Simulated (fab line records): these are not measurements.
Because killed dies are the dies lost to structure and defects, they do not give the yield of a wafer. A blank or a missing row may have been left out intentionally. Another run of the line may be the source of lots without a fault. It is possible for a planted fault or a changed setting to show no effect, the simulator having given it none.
What tool caused it? | flow n5_finfet | 9 lots, 27 wafers sampled, at 5 steps of a route of 1938

== WHAT THE GAUGES SHOWED, per wafer ==
N5_BEOL_M4_RC_MEAS_101.
lot  | measured     | on        | DIBL_N (mV/V)
L806 | day 8 10:10  | prober-01 | 33.5 36.6 33.2
L809 | day 8 13:14  | prober-02 | 36.0 34.5 36.4
L816 | day 10 10:15 | prober-02 | 37.5 35.7 35.2
L819 | day 11 21:37 | prober-02 | 36.3 36.7 35.4
L821 | day 12 01:44 | prober-01 | 37.8 36.9 35.8
L822 | day 12 04:33 | prober-01 | 36.4 40.3 36.8
L823 | day 12 05:22 | prober-02 | 35.6 36.2 37.4
L825 | day 12 22:46 | prober-02 | 35.4 36.2 35.8
L828 | day 13 16:08 | prober-01 | 36.3 38.2 37.6

== WHICH TOOL RAN EACH LOT (tool, then ch and the chambers of the sampled wafers, then the start) ==
lot  | N5_HKMG_FIN_ETCH_86               | N5_HKMG_FIN_STRIP_90              | N5_HKMG_FIN_STRIP_69                | N5_HKMG_FIN_ALD_72
L806 | rie_diel-06 ch 0,1,2, day 4 04:21 | rie_diel-02 ch 0,1, day 4 05:29   | plasma_asher-02 ch 0,1, day 4 05:47 | cvd_w-01 ch 0,1, day 4 06:31
L809 | rie_diel-02 ch 0,1,3, day 4 22:22 | rie_diel-06 ch 0,1,3, day 4 23:30 | plasma_asher-01 ch 0,1, day 4 23:48 | cvd_w-01 ch 0,1, day 5 00:32
L816 | rie_diel-06 ch 0,2,3, day 6 20:02 | rie_diel-05 ch 0,2,3, day 6 21:33 | plasma_asher-01 ch 0,1, day 6 21:51 | cvd_w-02 ch 0,1, day 6 22:36
L819 | rie_diel-06 ch 0,1,3, day 8 07:19 | rie_diel-05 ch 0,2,3, day 8 08:26 | plasma_asher-02 ch 0,1, day 8 08:55 | cvd_w-01 ch 0,1, day 8 09:40
L821 | rie_diel-02 ch 0,1, day 8 09:21   | rie_diel-02 ch 0,1,3, day 8 10:34 | plasma_asher-02 ch 0,1, day 8 10:52 | cvd_w-01 ch 0,1, day 8 11:37
L822 | rie_diel-05 ch 2,3, day 8 14:05   | rie_diel-05 ch 0,2, day 8 15:14   | plasma_asher-02 ch 0, day 8 15:31   | cvd_w-02 ch 0,1, day 8 16:16
L823 | rie_diel-05 ch 0,1,3, day 8 14:28 | rie_diel-06 ch 0,1,3, day 8 15:36 | plasma_asher-01 ch 0,1, day 8 15:54 | cvd_w-01 ch 0,1, day 8 16:38
L825 | rie_diel-06 ch 1,3, day 9 01:31   | rie_diel-02 ch 1,2, day 9 02:39   | plasma_asher-01 ch 0,1, day 9 02:57 | cvd_w-02 ch 0,1, day 9 03:42
L828 | rie_diel-05 ch 0,1,2, day 9 20:58 | rie_diel-05 ch 0,1,2, day 9 22:08 | plasma_asher-02 ch 0,1, day 9 22:41 | cvd_w-01 ch 0,1, day 9 23:20
- N5_HKMG_FIN_ETCH_86: etches SOC in N2/H2, stops on TiN, target depth 393.2 nm.
- N5_HKMG_FIN_STRIP_90: strips SOC in N2/H2, time 20 s.
- N5_HKMG_FIN_STRIP_69: strips in N2/H2, time 360 s.
- N5_HKMG_FIN_ALD_72: deposits W, target thk 2 nm, pulse time 1 s, purge time 2 s.

== THE ANSWER, worked out from the rows above alone ==
Rule: what is usual is taken from the lots themselves. The widest of any qualifying gaps counts: lots, ordered by their means at a reading, are off when they make up no more than a third of the lots, leave a main group of 4 or more, and stand apart from it by 3 or more times the standard deviation of that group's means. A main group whose means are all the same, to the digits that the tables above print for the reading, isn't used. Also off: a lot with no number at a reading for which 4 or more lots have one. All remaining lots with rows at the step are treated as sound.
Nothing can be told from this: no lot is off at any reading shown.

== WHAT THE SIMULATOR PUT IN ==
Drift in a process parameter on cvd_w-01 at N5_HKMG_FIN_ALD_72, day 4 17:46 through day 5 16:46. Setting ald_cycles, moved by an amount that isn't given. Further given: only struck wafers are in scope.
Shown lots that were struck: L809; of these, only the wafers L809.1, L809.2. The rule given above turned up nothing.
